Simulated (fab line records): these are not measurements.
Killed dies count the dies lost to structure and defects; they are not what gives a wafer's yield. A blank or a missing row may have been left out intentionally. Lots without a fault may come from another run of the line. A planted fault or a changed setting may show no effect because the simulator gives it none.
The tool behind it: which one? | flow n5 finfet | 24 lots with 72 wafers sampled at 6 steps, on a route of 1938 steps

## WHAT EACH GAUGE READ, for each wafer
The record lacks any reading of a measuring or inspecting step that a usual standard deviation could be used to judge.

## TOOL THAT RAN EACH LOT (tool first, then ch and the chambers of the sampled wafers, then the start)
lot  | N5_BEOL_M2_SPUTTER_81        | N5_BEOL_M2_SPUTTER_88        | N5_BEOL_M2_ANNEAL_91         | N5_BEOL_M3_VIA_ETCH_34             | N5_BEOL_M3_ANNEAL_82         | N5_BEOL_M3_ANNEAL_87
L074 | pvd sputter-01, day 7 04:56  | pvd sputter-01, day 7 05:22  | pvd sputter-01, day 7 05:40  | rie diel-01 ch 1,2,3, day 7 20:42  | pvd sputter-01, day 7 22:54  | pvd sputter-01, day 7 23:07
L075 | pvd sputter-03, day 7 06:58  | pvd sputter-03, day 7 07:24  | pvd sputter-03, day 7 07:42  | rie diel-01 ch 1,3, day 7 21:24    | pvd sputter-03, day 7 23:47  | pvd sputter-03, day 8 00:00
L076 | pvd sputter-01, day 7 09:43  | pvd sputter-01, day 7 10:10  | pvd sputter-01, day 7 10:28  | rie diel-01 ch 0,2,3, day 7 23:13  | pvd sputter-03, day 8 01:50  | pvd sputter-03, day 8 02:04
L077 | pvd sputter-01, day 8 02:19  | pvd sputter-01, day 8 02:45  | pvd sputter-01, day 8 03:03  | rie diel-06 ch 0,1,3, day 8 08:57  | pvd sputter-03, day 8 12:08  | pvd sputter-03, day 8 12:21
L078 | pvd sputter-03, day 8 03:41  | pvd sputter-03, day 8 04:07  | pvd sputter-03, day 8 04:25  | rie diel-03 ch 0,2, day 8 09:02    | pvd sputter-02, day 8 12:23  | pvd sputter-02, day 8 12:36
L079 | pvd sputter-02, day 8 07:10  | pvd sputter-02, day 8 07:37  | pvd sputter-02, day 8 07:55  | rie diel-01 ch 2,3, day 8 13:19    | pvd sputter-03, day 8 15:02  | pvd sputter-03, day 8 15:15
L080 | pvd sputter-01, day 8 14:02  | pvd sputter-01, day 8 14:29  | pvd sputter-01, day 8 14:47  | rie diel-01 ch 0,1, day 9 09:39    | pvd sputter-03, day 9 11:26  | pvd sputter-03, day 9 11:39
L081 | pvd sputter-02, day 9 01:35  | pvd sputter-02, day 9 07:02  | pvd sputter-02, day 9 07:20  | rie diel-06 ch 0,1,3, day 9 12:34  | pvd sputter-02, day 9 14:56  | pvd sputter-02, day 9 15:10
L082 | pvd sputter-03, day 9 15:19  | pvd sputter-03, day 9 15:45  | pvd sputter-03, day 9 16:03  | rie diel-06 ch 1,2,3, day 9 22:31  | pvd sputter-02, day 10 00:47 | pvd sputter-02, day 10 01:01
L083 | pvd sputter-01, day 9 20:26  | pvd sputter-01, day 9 20:53  | pvd sputter-01, day 9 21:11  | rie diel-06 ch 1,3, day 10 13:01   | pvd sputter-01, day 10 16:26 | pvd sputter-01, day 10 16:40
L084 | pvd sputter-02, day 9 21:58  | pvd sputter-02, day 9 22:25  | pvd sputter-02, day 9 22:43  | rie diel-01 ch 0,1, day 10 09:26   | pvd sputter-03, day 10 11:51 | pvd sputter-03, day 10 12:04
L086 | pvd sputter-01, day 9 22:31  | pvd sputter-01, day 9 22:58  | pvd sputter-01, day 9 23:16  | rie diel-03 ch 0,3, day 10 13:01   | pvd sputter-03, day 10 15:24 | pvd sputter-03, day 10 15:37
L085 | pvd sputter-02, day 10 07:22 | pvd sputter-02, day 10 07:48 | pvd sputter-02, day 10 08:06 | rie diel-01 ch 1,3, day 10 12:40   | pvd sputter-01, day 10 14:36 | pvd sputter-01, day 10 14:49
L088 | pvd sputter-03, day 10 19:34 | pvd sputter-03, day 10 20:00 | pvd sputter-03, day 10 20:18 | rie diel-03 ch 1,3, day 11 01:50   | pvd sputter-03, day 11 03:35 | pvd sputter-03, day 11 03:48
L087 | pvd sputter-01, day 10 19:40 | pvd sputter-01, day 10 20:06 | pvd sputter-01, day 10 20:24 | rie diel-01 ch 2,3, day 11 04:41   | pvd sputter-03, day 11 06:34 | pvd sputter-03, day 11 06:47
L090 | pvd sputter-03, day 10 21:24 | pvd sputter-03, day 10 21:50 | pvd sputter-03, day 10 22:08 | rie diel-01 ch 0,1, day 11 15:05   | pvd sputter-01, day 11 17:01 | pvd sputter-01, day 11 17:14
L089 | pvd sputter-03, day 10 23:30 | pvd sputter-03, day 10 23:56 | pvd sputter-03, day 11 00:14 | rie diel-01 ch 0,2, day 11 18:27   | pvd sputter-02, day 11 20:08 | pvd sputter-02, day 11 20:21
L091 | pvd sputter-02, day 12 00:46 | pvd sputter-02, day 12 01:13 | pvd sputter-02, day 12 01:31 | rie diel-06 ch 0,1, day 12 06:26   | pvd sputter-02, day 12 08:13 | pvd sputter-02, day 12 08:26
L092 | pvd sputter-03, day 12 01:48 | pvd sputter-03, day 12 02:14 | pvd sputter-03, day 12 02:32 | rie diel-06 ch 0,2,3, day 12 09:46 | pvd sputter-02, day 12 12:02 | pvd sputter-02, day 12 12:15
L093 | pvd sputter-03, day 12 03:38 | pvd sputter-03, day 12 04:05 | pvd sputter-03, day 12 04:23 | rie diel-01 ch 2,3, day 12 17:16   | pvd sputter-01, day 12 23:37 | pvd sputter-01, day 12 23:50
L094 | pvd sputter-01, day 12 05:25 | pvd sputter-01, day 12 05:52 | pvd sputter-01, day 12 06:10 | rie diel-03 ch 1,2, day 12 23:15   | pvd sputter-01, day 13 01:28 | pvd sputter-01, day 13 01:41
L095 | pvd sputter-03, day 12 09:06 | pvd sputter-03, day 12 09:32 | pvd sputter-03, day 12 09:50 | rie diel-03 ch 1,2,3, day 13 04:41 | pvd sputter-02, day 13 06:46 | pvd sputter-02, day 13 06:59
L096 | pvd sputter-02, day 12 14:47 | pvd sputter-02, day 12 15:14 | pvd sputter-02, day 12 15:32 | rie diel-06 ch 0,1,2, day 13 05:07 | pvd sputter-01, day 13 07:17 | pvd sputter-01, day 13 07:31
L097 | pvd sputter-03, day 13 09:47 | pvd sputter-03, day 13 10:13 | pvd sputter-03, day 13 10:31 | rie diel-01 ch 0,2,3, day 13 16:15 | pvd sputter-02, day 13 19:41 | pvd sputter-02, day 13 19:54
- N5_BEOL_M2_SPUTTER_81: material Cu, target thk 4.5 nm, time 8.29 s.
- N5_BEOL_M2_SPUTTER_88: material Cu, target thk 4.5 nm, time 8.29 s.
- N5_BEOL_M2_ANNEAL_91: time 240 s.
- N5_BEOL_M3_VIA_ETCH_34: etches the open film in C4F6/O2, target depth 69.4 nm, time 65.9 s.
- N5_BEOL_M3_ANNEAL_82: time 240 s.
- N5_BEOL_M3_ANNEAL_87: time 240 s.

## WHAT THE TOOLS THEMSELVES READ (means of the sampled wafers that have a number; where no wafer has one, the mark that the record gives instead)
N5_BEOL_M2_SPUTTER_81.
lot  | tool           | throttle valve pct (%)
L074 | pvd sputter-01 | 29.2
L075 | pvd sputter-03 | 30.6
L076 | pvd sputter-01 | 30.1
L077 | pvd sputter-01 | 29.6
L078 | pvd sputter-03 | 30.5
L079 | pvd sputter-02 | 29.8
L080 | pvd sputter-01 | 29.5
L081 | pvd sputter-02 | 29.9
L082 | pvd sputter-03 | 30.6
L083 | pvd sputter-01 | 29.7
L084 | pvd sputter-02 | 31.7
L086 | pvd sputter-01 | 29.6
L085 | pvd sputter-02 | 29.9
L088 | pvd sputter-03 | 30.5
L087 | pvd sputter-01 | 29.3
L090 | pvd sputter-03 | 30.6
L089 | pvd sputter-03 | 30.8
L091 | pvd sputter-02 | 31.5
L092 | pvd sputter-03 | 30.6
L093 | pvd sputter-03 | 30.7
L094 | pvd sputter-01 | 29.1
L095 | pvd sputter-03 | 30.6
L096 | pvd sputter-02 | 29.9
L097 | pvd sputter-03 | 30.2

N5_BEOL_M2_SPUTTER_88.
lot  | tool           | throttle valve pct (%)
L074 | pvd sputter-01 | 29.3
L075 | pvd sputter-03 | 30.6
L076 | pvd sputter-01 | 30.3
L077 | pvd sputter-01 | 29.7
L078 | pvd sputter-03 | 30.4
L079 | pvd sputter-02 | 29.8
L080 | pvd sputter-01 | 29.6
L081 | pvd sputter-02 | 29.8
L082 | pvd sputter-03 | 30.8
L083 | pvd sputter-01 | 29.7
L084 | pvd sputter-02 | 31.5
L086 | pvd sputter-01 | 29.6
L085 | pvd sputter-02 | 29.9
L088 | pvd sputter-03 | 30.5
L087 | pvd sputter-01 | 29.2
L090 | pvd sputter-03 | 30.6
L089 | pvd sputter-03 | 30.6
L091 | pvd sputter-02 | 31.4
L092 | pvd sputter-03 | 30.4
L093 | pvd sputter-03 | 30.6
L094 | pvd sputter-01 | 29.0
L095 | pvd sputter-03 | 30.5
L096 | pvd sputter-02 | 30.0
L097 | pvd sputter-03 | 30.3

N5_BEOL_M2_ANNEAL_91.
lot  | tool           | heater power w (W) | susceptor_temp_C_max
L074 | pvd sputter-01 | 838                | 401.3
L075 | pvd sputter-03 | 805                | 401.0
L076 | pvd sputter-01 | 830                | 401.1
L077 | pvd sputter-01 | 798                | 401.2
L078 | pvd sputter-03 | 747                | 400.6
L079 | pvd sputter-02 | 854                | 400.7
L080 | pvd sputter-01 | 762                | 401.4
L081 | pvd sputter-02 | 933                | 400.9
L082 | pvd sputter-03 | 772                | 401.4
L083 | pvd sputter-01 | 786                | 401.3
L084 | pvd sputter-02 | 926                | 401.1
L086 | pvd sputter-01 | 787                | 401.6
L085 | pvd sputter-02 | 874                | 401.2
L088 | pvd sputter-03 | 738                | 400.6
L087 | pvd sputter-01 | 746                | 401.1
L090 | pvd sputter-03 | 764                | 400.7
L089 | pvd sputter-03 | 796                | 401.2
L091 | pvd sputter-02 | 918                | 401.1
L092 | pvd sputter-03 | 742                | 400.9
L093 | pvd sputter-03 | 834                | 400.8
L094 | pvd sputter-01 | 802                | 401.0
L095 | pvd sputter-03 | 747                | 400.9
L096 | pvd sputter-02 | 809                | 401.0
L097 | pvd sputter-03 | 798                | 401.1

N5_BEOL_M3_VIA_ETCH_34.
lot  | tool        | drypump motor current A (A) | oes_ar_750_au (a.u.) | oes product au (a.u.) | rf vpp V (V) | showerhead plenum p Torr (Torr) | throttle valve pct (%)
L074 | rie diel-01 | 5.63                        | 0.74                 | 0.74                  | 667          | 2.83                            | 30.67
L075 | rie diel-01 | 5.62                        | 0.74                 | 0.74                  | 666          | 2.87                            | 30.58
L076 | rie diel-01 | 5.47                        | 0.77                 | 0.77                  | 669          | 2.82                            | 30.78
L077 | rie diel-06 | 5.50                        | 0.83                 | 0.83                  | 670          | 2.83                            | 30.53
L078 | rie diel-03 | 5.41                        | 0.74                 | 0.74                  | 664          | 2.84                            | 31.07
L079 | rie diel-01 | 5.69                        | 0.73                 | 0.73                  | 669          | 2.80                            | 30.77
L080 | rie diel-01 | 5.25                        | 0.79                 | 0.78                  | 670          | 2.89                            | 30.86
L081 | rie diel-06 | 5.50                        | 0.82                 | 0.82                  | 669          | 2.82                            | 30.54
L082 | rie diel-06 | 5.68                        | 0.79                 | 0.79                  | 669          | 2.85                            | 30.54
L083 | rie diel-06 | 5.38                        | 0.76                 | 0.76                  | 666          | 2.76                            | 30.65
L084 | rie diel-01 | 5.25                        | 0.78                 | 0.78                  | 670          | 2.88                            | 30.86
L086 | rie diel-03 | 5.66                        | 0.71                 | 0.70                  | 662          | 2.80                            | 30.80
L085 | rie diel-01 | 5.63                        | 0.72                 | 0.73                  | 666          | 2.86                            | 30.60
L088 | rie diel-03 | 5.54                        | 0.72                 | 0.71                  | 665          | 2.74                            | 30.82
L087 | rie diel-01 | 5.69                        | 0.73                 | 0.73                  | 666          | 2.77                            | 30.67
L090 | rie diel-01 | 5.42                        | 0.73                 | 0.73                  | 668          | 2.90                            | 30.76
L089 | rie diel-01 | 5.48                        | 0.73                 | 0.73                  | 674          | 2.83                            | 30.93
L091 | rie diel-06 | 5.66                        | 0.84                 | 0.85                  | 672          | 2.88                            | 30.45
L092 | rie diel-06 | 5.48                        | 0.77                 | 0.78                  | 671          | 2.83                            | 30.50
L093 | rie diel-01 | 5.68                        | 0.73                 | 0.73                  | 665          | 2.76                            | 30.69
L094 | rie diel-03 | 5.27                        | 0.73                 | 0.73                  | 668          | 2.76                            | 31.13
L095 | rie diel-03 | 5.40                        | 0.82                 | 0.81                  | 665          | 2.75                            | 30.90
L096 | rie diel-06 | 5.78                        | 0.82                 | 0.82                  | 671          | 2.90                            | 30.45
L097 | rie diel-01 | 5.48                        | 0.74                 | 0.74                  | 669          | 2.80                            | 30.83

N5_BEOL_M3_ANNEAL_82.
lot  | tool           | heater power w (W) | susceptor_temp_C_max
L074 | pvd sputter-01 | 778                | 400.9
L075 | pvd sputter-03 | 766                | 401.2
L076 | pvd sputter-03 | 769                | 400.8
L077 | pvd sputter-03 | 786                | 401.3
L078 | pvd sputter-02 | 882                | 401.3
L079 | pvd sputter-03 | 786                | 401.3
L080 | pvd sputter-03 | 743                | 401.2
L081 | pvd sputter-02 | 933                | 401.0
L082 | pvd sputter-02 | 811                | 401.0
L083 | pvd sputter-01 | 874                | 401.5
L084 | pvd sputter-03 | 803                | 401.1
L086 | pvd sputter-03 | 811                | 400.9
L085 | pvd sputter-01 | 802                | 400.9
L088 | pvd sputter-03 | 765                | 401.1
L087 | pvd sputter-03 | 762                | 401.3
L090 | pvd sputter-01 | 806                | 401.2
L089 | pvd sputter-02 | 917                | 401.1
L091 | pvd sputter-02 | 889                | 401.0
L092 | pvd sputter-02 | 876                | 400.8
L093 | pvd sputter-01 | 801                | 401.4
L094 | pvd sputter-01 | 811                | 401.4
L095 | pvd sputter-02 | 746                | 401.1
L096 | pvd sputter-01 | 763                | 401.2
L097 | pvd sputter-02 | 813                | 401.0

N5_BEOL_M3_ANNEAL_87.
lot  | tool           | heater power w (W) | susceptor_temp_C_max
L074 | pvd sputter-01 | 776                | 401.1
L075 | pvd sputter-03 | 770                | 400.9
L076 | pvd sputter-03 | 769                | 400.8
L077 | pvd sputter-03 | 780                | 401.4
L078 | pvd sputter-02 | 877                | 401.0
L079 | pvd sputter-03 | 794                | 400.8
L080 | pvd sputter-03 | 751                | 401.1
L081 | pvd sputter-02 | 925                | 401.3
L082 | pvd sputter-02 | 818                | 400.6
L083 | pvd sputter-01 | 876                | 401.6
L084 | pvd sputter-03 | 820                | 400.9
L086 | pvd sputter-03 | 811                | 401.3
L085 | pvd sputter-01 | 798                | 401.4
L088 | pvd sputter-03 | 774                | 401.3
L087 | pvd sputter-03 | 765                | 401.0
L090 | pvd sputter-01 | 798                | 401.3
L089 | pvd sputter-02 | 931                | 401.2
L091 | pvd sputter-02 | 897                | 400.9
L092 | pvd sputter-02 | 884                | 401.0
L093 | pvd sputter-01 | 809                | 401.4
L094 | pvd sputter-01 | 831                | 401.2
L095 | pvd sputter-02 | 753                | 401.2
L096 | pvd sputter-01 | 767                | 401.6
L097 | pvd sputter-02 | 807                | 400.9

## THE ANSWER, worked out from the rows above alone
Rule: the usual values come from the lots themselves. The widest of any qualifying gaps counts: lots, ordered by their means at a reading, are off when they make up no more than a third of the lots, leave a main group of 4 or more, and stand apart from it by 3 or more times the standard deviation of that group's means. A main group is skipped when, at the precision printed for the reading in the tables above, its means are all equal. Also off: a lot with no number at a reading for which 4 or more lots have one. The other lots that the step has rows for count as sound. First the gauges in route order, then the tools' own readings, where a lot's mean is used as printed above. The first step at which some lot is off is used, and at that step the reading that is off furthest; a lot without a number counts as furthest.
No lot is off at any reading shown: from this, nothing can be told.

## WHAT THE SIMULATOR HAD INSERTED
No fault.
